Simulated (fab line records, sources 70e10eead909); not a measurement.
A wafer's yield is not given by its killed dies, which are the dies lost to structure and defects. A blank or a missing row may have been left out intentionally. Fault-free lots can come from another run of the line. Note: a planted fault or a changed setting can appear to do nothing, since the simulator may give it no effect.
Commonality check across tools | flow nandHarc | 38 wafers sampled across 13 lots

REASON IT WAS OPENED
On 1 of the 13 lots, a flag is raised at NHARC_A_ONON_D1_THK_MEAS_02 on the reading thkNm. Fault-free wafers read 1001 nm, with a standard deviation of 8.2.
Rule: flag the lot when none of its wafers has a number, or when each of its wafers that has one lies beyond 4 standard deviations from that mean. The other lots count as sound.

lot  | measured     | on           | thkNm (nm), wafer by wafer | flag
L540 | day 8 06:30  | filmMetro-01 | 1006 1004 1004             | 
L543 | day 9 05:20  | filmMetro-02 | 1007 1008 1007             | 
L542 | day 9 05:32  | filmMetro-02 | 1007 1006 1005             | 
L544 | day 9 14:41  | filmMetro-01 | 1002 1002 1003             | 
L545 | day 10 07:11 | filmMetro-01 | 1010 1011 1011             | 
L547 | day 10 23:51 | filmMetro-02 | 995 995 995                | 
L548 | day 11 21:17 | filmMetro-02 | 1001 1002 1003             | 
L552 | day 13 13:58 | filmMetro-02 | 990 992 989                | 
L553 | day 13 13:58 | filmMetro-01 | 1503 1504                  | FLAGGED
L559 | day 16 00:11 | filmMetro-01 | 987 985 985                | 
L560 | day 16 14:50 | filmMetro-01 | 1006 1006 1006             | 
L561 | day 16 23:38 | filmMetro-01 | 996 995 993                | 
L562 | day 17 08:55 | filmMetro-01 | 996 996 997                | 
Average over the flagged lots: 1504 nm; offset from the usual +502 nm, equal to +61 standard deviations.

TOOL THAT RAN EACH LOT
Before the reading, the record contains 3 process steps out of a 1302-step route. Each cell gives the tool, then ch followed by the chambers the sampled wafers passed through, then the start.
lot  | flag    | NHARC_P_BONDPAD_CMP_19        | NHARC_A_ZERO_WELL_ETCH_13       | NHARC_A_ONON_D1_DEP_00
L540 |         | cmp-04 ch 0,2,3, day 7 04:09  | rieSi-06 ch 0,1,2, day 7 06:18  | pecvdOnon-03 ch 0, day 8 05:59
L543 |         | cmp-03 ch 1,3, day 8 05:57    | rieSi-05 ch 1,2,3, day 8 08:02  | pecvdOnon-03 ch 0, day 9 04:53
L542 |         | cmp-01 ch 0,2,3, day 8 05:21  | rieSi-02 ch 1,2, day 8 07:22    | pecvdOnon-04 ch 0, day 9 05:01
L544 |         | cmp-01 ch 0,1, day 8 15:08    | rieSi-02 ch 1,3, day 8 17:28    | pecvdOnon-03 ch 0, day 9 14:14
L545 |         | cmp-01 ch 0,1,2, day 9 07:14  | rieSi-02 ch 0,1,2, day 9 09:22  | pecvdOnon-03 ch 0, day 10 06:52
L547 |         | cmp-01 ch 0,3, day 9 23:58    | rieSi-05 ch 0,2,3, day 10 02:04 | pecvdOnon-04 ch 0, day 10 23:31
L548 |         | cmp-01 ch 0,1, day 10 19:07   | rieSi-02 ch 0,1,2, day 10 21:24 | pecvdOnon-02 ch 0, day 11 20:53
L552 |         | cmp-01 ch 0,1,3, day 12 14:43 | rieSi-06 ch 0,2,3, day 12 16:47 | pecvdOnon-02 ch 0, day 13 13:27
L553 | FLAGGED | cmp-01 ch 1,2, day 12 13:38   | rieSi-06 ch 2,3, day 12 15:49   | pecvdOnon-03 ch 0, day 13 13:26
L559 |         | cmp-03 ch 0,1,3, day 15 00:21 | rieSi-02 ch 0,2,3, day 15 02:32 | pecvdOnon-04 ch 0, day 15 23:41
L560 |         | cmp-03 ch 0,2, day 15 15:08   | rieSi-05 ch 0,1, day 15 17:11   | pecvdOnon-03 ch 0, day 16 14:22
L561 |         | cmp-03 ch 0,2, day 15 21:22   | rieSi-02 ch 0,2,3, day 15 23:38 | pecvdOnon-03 ch 0, day 16 23:07
L562 |         | cmp-01 ch 1,2, day 16 08:40   | rieSi-02 ch 0,1,2, day 16 10:53 | pecvdOnon-03 ch 0, day 17 08:28
What is done by these steps:
- NHARC_P_BONDPAD_CMP_19: polishes, t overpolish 30 s, cu recess touch 16 s, target thk 160.81 nm.
- NHARC_A_ZERO_WELL_ETCH_13: etches the open film in HBr/Cl2, target depth 120 nm, time 40.1 s.
- NHARC_A_ONON_D1_DEP_00: target thk 1000 nm.
- NHARC_A_ONON_D1_THK_MEAS_02: measures by ellipsometry.

FLAGGED AGAINST TOTAL, ONE TOOL AT A TIME (gauges that did the reading follow at the end)
step                        | tool         | lots run | flagged | share of the flagged lots | sound lots run after its first flagged lot
NHARC_P_BONDPAD_CMP_19      | cmp-01       | 8        | 1       | all                       | 2 (L552,L562)
NHARC_P_BONDPAD_CMP_19      | cmp-03       | 4        | 0       | none                      | -
NHARC_P_BONDPAD_CMP_19      | cmp-04       | 1        | 0       | none                      | -
NHARC_A_ZERO_WELL_ETCH_13   | rieSi-02     | 7        | 0       | none                      | -
NHARC_A_ZERO_WELL_ETCH_13   | rieSi-05     | 3        | 0       | none                      | -
NHARC_A_ZERO_WELL_ETCH_13   | rieSi-06     | 3        | 1       | all                       | 1 (L552)
NHARC_A_ONON_D1_DEP_00      | pecvdOnon-02 | 2        | 0       | none                      | -
NHARC_A_ONON_D1_DEP_00      | pecvdOnon-03 | 8        | 1       | all                       | 3 (L560,L561,L562)
NHARC_A_ONON_D1_DEP_00      | pecvdOnon-04 | 3        | 0       | none                      | -
NHARC_A_ONON_D1_THK_MEAS_02 | filmMetro-01 | 8        | 1       | all                       | 4 (L559,L560,L561,L562)
NHARC_A_ONON_D1_THK_MEAS_02 | filmMetro-02 | 5        | 0       | none                      | -

WHAT THE TABLE ALLOWS
4 rows of the table ran every flagged lot: cmp-01 at NHARC_P_BONDPAD_CMP_19, rieSi-06 at NHARC_A_ZERO_WELL_ETCH_13, pecvdOnon-03 at NHARC_A_ONON_D1_DEP_00, filmMetro-01 at NHARC_A_ONON_D1_THK_MEAS_02.
- cmp-01 at NHARC_P_BONDPAD_CMP_19 ran 8 lots, 1 of them flagged. After the first flagged lot (L552, L562), sound lots still ran on it; a lasting fault on the whole tool would not permit that.
- rieSi-06 at NHARC_A_ZERO_WELL_ETCH_13 ran 3 lots, 1 of them flagged. After the first flagged lot (L552), sound lots still ran on it; a lasting fault on the whole tool would not permit that.
- pecvdOnon-03 at NHARC_A_ONON_D1_DEP_00 ran 8 lots, 1 of them flagged. After the first flagged lot (L560, L561, L562), sound lots still ran on it; a lasting fault on the whole tool would not permit that.
- filmMetro-01 at NHARC_A_ONON_D1_THK_MEAS_02 ran 8 lots, 1 of them flagged. After the first flagged lot (L559, L560, L561, L562), sound lots still ran on it; a lasting fault on the whole tool would not permit that.
Every row of the table either missed a flagged lot or ran a sound lot after the first.

WHAT HAD BEEN PUT IN BY THE SIMULATOR
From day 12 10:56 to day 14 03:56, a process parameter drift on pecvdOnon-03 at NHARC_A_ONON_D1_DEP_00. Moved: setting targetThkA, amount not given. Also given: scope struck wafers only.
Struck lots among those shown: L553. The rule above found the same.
